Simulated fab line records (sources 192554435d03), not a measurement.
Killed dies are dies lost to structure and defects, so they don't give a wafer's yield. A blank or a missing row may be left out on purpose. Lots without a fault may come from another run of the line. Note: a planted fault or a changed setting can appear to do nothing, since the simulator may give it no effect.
Problem report, 8D (eight disciplines) form, completed by code + flow n5 finfet + the parts of the form that need people (team, actions taken, sign-off) are left out

## 1. WHAT WENT WRONG
Wafers without a fault read 1500.0 rpm, standard deviation 1; spin speed rpm at N5_BEOL_M2_COAT_62 reads a mean of 1449.8 rpm on 6 wafers belonging to 2 lots. Measured from the usual mean, that is -50 standard deviations.
The step: time 60 s, resist thk 12 nm.
Seen first at day 9 08:37 on litho track-03, wafer L700.2. The record has a number at this step for 12 wafers belonging to 4 lots. The rule behind "out" and "out of limits": a value lying over 4 standard deviations away from the usual mean. All remaining wafers that have a number are taken as sound.

## 2. WHAT IT IS, WHAT IT ISN'T
| question                    | is                     | is not                                                             |
|-----------------------------|------------------------|--------------------------------------------------------------------|
| which readings at this step | spin speed rpm         | resist line temp C                                                 |
| which lots                  | L700, L702             | L692, L713                                                         |
| which wafers of those lots  | all that have a number | -                                                                  |
| read on which tools         | litho track-03         | litho track-02                                                     |
| when                        | from day 9 08:37       | up to then (3 sound wafers); but 3 sound wafers of L713 came after |

## 3. THE SUSPECTS, EACH WITH WHAT RULES IT OUT
Counting: any tool at a process step up to the reading is kept as a suspect provided that every lot that is out went through it and no sound lot did after the first of them.
- litho track-03 at N5_BEOL_M2_COAT_62 (time 60 s, resist thk 12 nm): kept. Every lot that is out went through it, starting with L700 (day 9 08:37), and after that it ran no sound lot; the last sound lot it ran before then is L692 (day 7 00:32). Its own readings are out on those wafers: spin speed rpm.
Left after counting: litho track-03 at N5_BEOL_M2_COAT_62.

## 4. THE CAUSE (what the simulator had put in)
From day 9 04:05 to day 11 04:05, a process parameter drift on litho track-03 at N5_BEOL_M2_COAT_62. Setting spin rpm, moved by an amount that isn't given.
Counting left only this tool.

## 5. THE CHAIN OF EFFECTS, in route order
One row per reading whose mean, taken over the struck wafers that have a number, lies over 3 standard deviations from the usual. Readings are gone through only where the record gives a usual standard deviation; hours: the median, over the lots, of the time from a lot's start at the first step in this table giving one to that lot's start at this step; sigmas: the change measured in usual standard deviations.
| hours | step               | reading        | usual      | on struck wafers | change | sigmas |
|-------|--------------------|----------------|------------|------------------|--------|--------|
| 0     | N5_BEOL_M2_COAT_62 | spin speed rpm | 1500.0 rpm | 1449.8           | -50.2  | -50    |
Process steps it contains:
- N5_BEOL_M2_COAT_62: time 60 s, resist thk 12 nm.
At these later measuring or inspecting steps, every struck wafer for which the step has a row has a number for every such reading, and none has moved that far: N5_BEOL_M4_RC_MEAS_101.

## 6. WHAT WOULD HAVE CAUGHT IT SOONER
In this record no reading fell out of limits until day 9 08:37, 5 hours after the fault had begun at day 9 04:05.
